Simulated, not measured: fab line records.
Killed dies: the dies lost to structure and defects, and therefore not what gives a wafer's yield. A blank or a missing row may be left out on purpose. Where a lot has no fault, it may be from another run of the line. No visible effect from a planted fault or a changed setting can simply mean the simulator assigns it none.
A struck lot beside a sound one / flow n5_finfet / 13 out of 1938 route steps
Sound: wafers L708.3, L708.4, L708.6. Struck: wafers L722.2, L722.4, L722.5. At the end, the cause is stated.
Each step with rows lists, per side, the tool, then ch with its chambers, then its first start. Under that, the readings that differ: sound wafers / struck wafers / difference of the means / sigmas: that difference in standard deviations of wafers without a fault.
alike: words and numbers the same on both sides, and readings whose means are apart by under 2 such deviations; not compared: readings that were withheld, readings missing a value for some wafer, numbers with overlapping values and no deviation given by the record, and bounds like >300 which may hide the same value.
A row with sigmas, a row that says differs or no value, or rows on one side alone: a step with any of these is where the two part. Numbers that have no deviation but don't overlap get no sigmas and don't part them. Lack of a reading on every wafer of one side parts them only where that side has two or more wafers.

first, 9 steps without rows for these wafers: N5_BEOL_M0_SAQP_DEVELOP_39 (develop time 30 s); N5_BEOL_M0_SAQP_DESCUM_45 (chemistry O2, time 7 s); N5_BEOL_M0_SAQP_ETCH_88 (etches underlayer in N2/H2, target depth 6.5 nm, time 5.2 s); N5_BEOL_M0_SAQP_ETCH_73 (etches SiARC in CF4, target depth 19.5 nm, time 32.5 s); N5_BEOL_M0_SAQP_CUT_ETCH_46 (etches SOC in N2/H2, target depth 135 nm, overetch 27 nm, time 202.5 s); N5_BEOL_M0_SAQP_STRIP_74 (strips in N2/H2); N5_BEOL_M0_SAQP_STRIP_89 (strips in N2/H2); N5_BEOL_M0_SAQP_ALD_48 (deposits SiO2, target thk 20 nm, pulse time 1 s, co reactant pulse time 1 s); N5_BEOL_M0_SAQP_ETCH_49 (etches SiO2 in CF4/O2, target depth 37 nm).
N5_BEOL_M0_SAQP_STRIP_75: strips in CF4.
  sound on rie_diel-04 ch 1,2,3, day 6 03:02; struck on rie_diel-04 ch 0,1,3, day 9 18:27
  no value came back on the struck wafers for any of 8 readings (bias_power_w (W), cf4_flow_sccm (sccm) and others); on the sound wafers bias_power_w (W) reads 75.07 74.48 75.12
  not compared: rf_hours_counter_h
then, 1 step without rows for these wafers: N5_BEOL_M0_CUTY_COAT_50 (time 60 s, resist thk 15 nm).
-- here the record skips 3 days between the struck wafers' starts before and after, leaving off in module BEOL_M0_CUTY and picking up in module BEOL_M4 (first step shown: number 1111 of the route) --
N5_BEOL_M4_RC_MEAS_101:
  sound on prober-02 ch 0, day 10 06:19; struck on prober-01 ch 0, day 13 01:47
reading=DIBL_N (mV/V); sound=34.3 35.4 35.1; struck=38.1 38.1 38.7; difference=+3.4; sigmas=+2
  alike: DIBL_P, IOFF_N, IOFF_P, ION_N, ION_P, SS_N, SS_P, VT_N, VT_P
-- the record jumps here: 4 days lie between the struck wafers' starts before and after (it left off in module BEOL_M4 and takes up again in module PASSIVATION, whose first step shown is number 1936 of the route) --
N5_PASSIVATION_PROBE_49:
  sound: prober-02 at day 14 23:29; struck: prober-02 at day 17 10:26
  alike: defect_limited_yield, killed_at_M0_to_M3, killed_at_M4_up, killed_at_contacts, killed_at_front_end, killed_at_other, killed_dies, killed_on_rim, killed_open, killed_short, sort_bin_5_function, sort_bin_6_memory, sort_n_pass, sort_yield_pct

## WHERE THEY PART
At N5_BEOL_M0_SAQP_STRIP_75 first; at N5_BEOL_M4_RC_MEAS_101 last (within this record only). Later steps at which nothing parts them and some readings are alike: N5_PASSIVATION_PROBE_49.

WHY: what had been put in by the simulator
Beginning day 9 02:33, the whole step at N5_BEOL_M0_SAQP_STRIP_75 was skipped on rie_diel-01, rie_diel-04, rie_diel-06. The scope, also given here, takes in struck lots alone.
